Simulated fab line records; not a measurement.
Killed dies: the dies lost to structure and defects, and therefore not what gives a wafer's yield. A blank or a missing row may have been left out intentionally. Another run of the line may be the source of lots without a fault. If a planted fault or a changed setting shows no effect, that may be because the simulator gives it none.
Chamber matching :: flow n5Finfet :: rieDiel-06 running N5_BEOL_M5_ETCH_61: 4 sister chambers
The step etches SiARC in CF4, target depth 15.6 nm, time 26 s. 7 wafers are shown with their chamber, then 8 later ones without.

WAFERS, EACH WITH ITS CHAMBER
wafer: L081.5
chamber: 2
showerheadPlenumPTorr (Torr): 2.11
throttleValvePct (%): 15.23

wafer: L090.6
chamber: 3
showerheadPlenumPTorr (Torr): 2.12
throttleValvePct (%): 15.78

wafer: L089.5
chamber: 0
showerheadPlenumPTorr (Torr): 2.23
throttleValvePct (%): 15.39

wafer: L091.1
chamber: 2
showerheadPlenumPTorr (Torr): 2.10
throttleValvePct (%): 15.31

wafer: L091.2
chamber: 1
showerheadPlenumPTorr (Torr): 2.11
throttleValvePct (%): 15.80

wafer: L091.3
chamber: 0
showerheadPlenumPTorr (Torr): 2.23
throttleValvePct (%): 15.39

wafer: L087.1
chamber: 1
showerheadPlenumPTorr (Torr): 2.11
throttleValvePct (%): 15.80

WAFERS WITH NO CHAMBER GIVEN
wafer: L087.2
showerheadPlenumPTorr (Torr): 2.12
throttleValvePct (%): 15.78

wafer: L087.3
showerheadPlenumPTorr (Torr): 2.10
throttleValvePct (%): 15.30

wafer: L093.2
showerheadPlenumPTorr (Torr): 2.12
throttleValvePct (%): 15.81

wafer: L093.3
showerheadPlenumPTorr (Torr): 2.11
throttleValvePct (%): 15.81

wafer: L093.6
showerheadPlenumPTorr (Torr): 2.23
throttleValvePct (%): 15.38

wafer: L086.3
showerheadPlenumPTorr (Torr): 2.10
throttleValvePct (%): 15.32

wafer: L086.4
showerheadPlenumPTorr (Torr): 2.11
throttleValvePct (%): 15.81

wafer: L086.5
showerheadPlenumPTorr (Torr): 2.23
throttleValvePct (%): 15.40

EACH ONE'S CHAMBER
wafer: L087.2
from the rows above: 3
in truth: 3

wafer: L087.3
from the rows above: 2
in truth: 2

wafer: L093.2
from the rows above: can't be placed: 3 or 1
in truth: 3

wafer: L093.3
from the rows above: 1
in truth: 1

wafer: L093.6
from the rows above: 0
in truth: 0

wafer: L086.3
from the rows above: 2
in truth: 2

wafer: L086.4
from the rows above: 1
in truth: 1

wafer: L086.5
from the rows above: 0
in truth: 0
Placed correctly: 7 of 8. These rows do not allow placing 1 (true chamber among the candidates in 1). Number placed wrongly: 0.
How it was worked out, from the rows above alone: a wafer's distance from a chamber is the root of the sum, over the readings, of the square of ((its reading less the chamber's mean) divided by the reading's scatter). The wafer belongs to the nearest chamber; if the next one is less than 2 further off, it can't be placed. For every chamber, the mean is computed from those of its wafers that are shown. The scatter: take each reading less its chamber's mean, square it, sum over the shown wafers, divide by the number of wafers less the number of chambers, and take the root.
